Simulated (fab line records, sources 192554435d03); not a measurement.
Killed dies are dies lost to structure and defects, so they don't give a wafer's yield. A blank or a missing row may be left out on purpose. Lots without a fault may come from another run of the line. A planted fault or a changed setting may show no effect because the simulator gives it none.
Chamber matching | flow n5_finfet | N5_MOL_CONTACT_COAG_ETCH_124 on rie_diel-06: 4 sister chambers
The step etches SiNx in CH3F/O2, stops on SiOC, target depth 6.5 nm. 20 wafers are shown with their chamber, then 10 later ones without.

WAFERS WITH THEIR CHAMBER
wafer  | chamber | showerhead_plenum_p_Torr (Torr) | drypump_motor_current_A (A) | oes_product_au (a.u.)
L074.1 | 3       | 1.96                            | 5.0                         | 0.78
L074.3 | 0       | 2.08                            | 5.2                         | 0.63
L074.4 | 0       | 2.08                            | 5.2                         | 0.63
L077.3 | 2       | 2.03                            | 5.8                         | 0.75
L077.5 | 3       | 1.96                            | 5.0                         | 0.77
L077.6 | 0       | 2.08                            | 5.2                         | 0.63
L078.1 | 1       | 2.12                            | 6.4                         | 0.81
L078.2 | 3       | 1.96                            | 5.0                         | 0.76
L078.3 | 2       | 2.03                            | 5.8                         | 0.74
L079.2 | 1       | 2.12                            | 6.3                         | 0.80
L079.4 | 3       | 1.96                            | 5.1                         | 0.75
L079.5 | 0       | 2.08                            | 5.2                         | 0.62
L081.1 | 3       | 1.96                            | 5.0                         | 0.75
L081.2 | 1       | 2.11                            | 6.3                         | 0.79
L081.6 | 3       | 1.96                            | 5.0                         | 0.75
L082.1 | 1       | 2.11                            | 6.3                         | 0.79
L082.3 | 2       | 2.03                            | 5.8                         | 0.73
L082.4 | 0       | 2.08                            | 5.2                         | 0.62
L088.2 | 3       | 1.95                            | 5.0                         | 0.74
L088.4 | 2       | 2.03                            | 5.8                         | 0.71

SIGNATURES (means of the wafers above)
reading                  | chamber 0 | chamber 1 | chamber 2 | chamber 3 | scatter within a chamber
showerhead_plenum_p_Torr | 2.0800    | 2.1150    | 2.0300    | 1.9586    | 0.00341
drypump_motor_current_A  | 5.200     | 6.325     | 5.800     | 5.014     | 0.0317
oes_product_au           | 0.6260    | 0.7975    | 0.7325    | 0.7571    | 0.0123
Rule: a wafer's distance from a chamber is the root of the sum, over the readings, of the square of ((its reading less the chamber's mean) divided by the reading's scatter). The wafer belongs to the nearest chamber; if the next one is less than 2 further off, it can't be placed. The scatter: the root of (the sum of the squares of (reading less its chamber's mean) over the shown wafers, divided by (wafers less chambers)).

WAFERS WITHOUT THEIR CHAMBER
wafer  | showerhead_plenum_p_Torr (Torr) | drypump_motor_current_A (A) | oes_product_au (a.u.)
L088.6 | 2.03                            | 5.7                         | 0.72
L091.3 | 2.07                            | 5.1                         | 0.62
L091.4 | 2.02                            | 5.8                         | 0.72
L091.6 | 2.02                            | 5.8                         | 0.72
L093.2 | 2.02                            | 5.8                         | 0.72
L093.5 | 2.07                            | 5.2                         | 0.61
L093.6 | 2.11                            | 6.3                         | 0.75
L094.2 | 2.10                            | 6.4                         | 0.75
L094.4 | 1.95                            | 5.1                         | 0.72
L094.5 | 1.95                            | 5.0                         | 0.73

WHICH CHAMBER EACH WENT THROUGH
wafer  | from the rows above | in truth
L088.6 | 2                   | 2
L091.3 | 0                   | 0
L091.4 | 2                   | 2
L091.6 | 2                   | 2
L093.2 | 2                   | 2
L093.5 | 0                   | 0
L093.6 | 1                   | 1
L094.2 | 1                   | 1
L094.4 | 3                   | 3
L094.5 | 3                   | 3
Placed correctly: 10 of 10. Can't be placed from these rows: 0. Placed wrongly: 0.
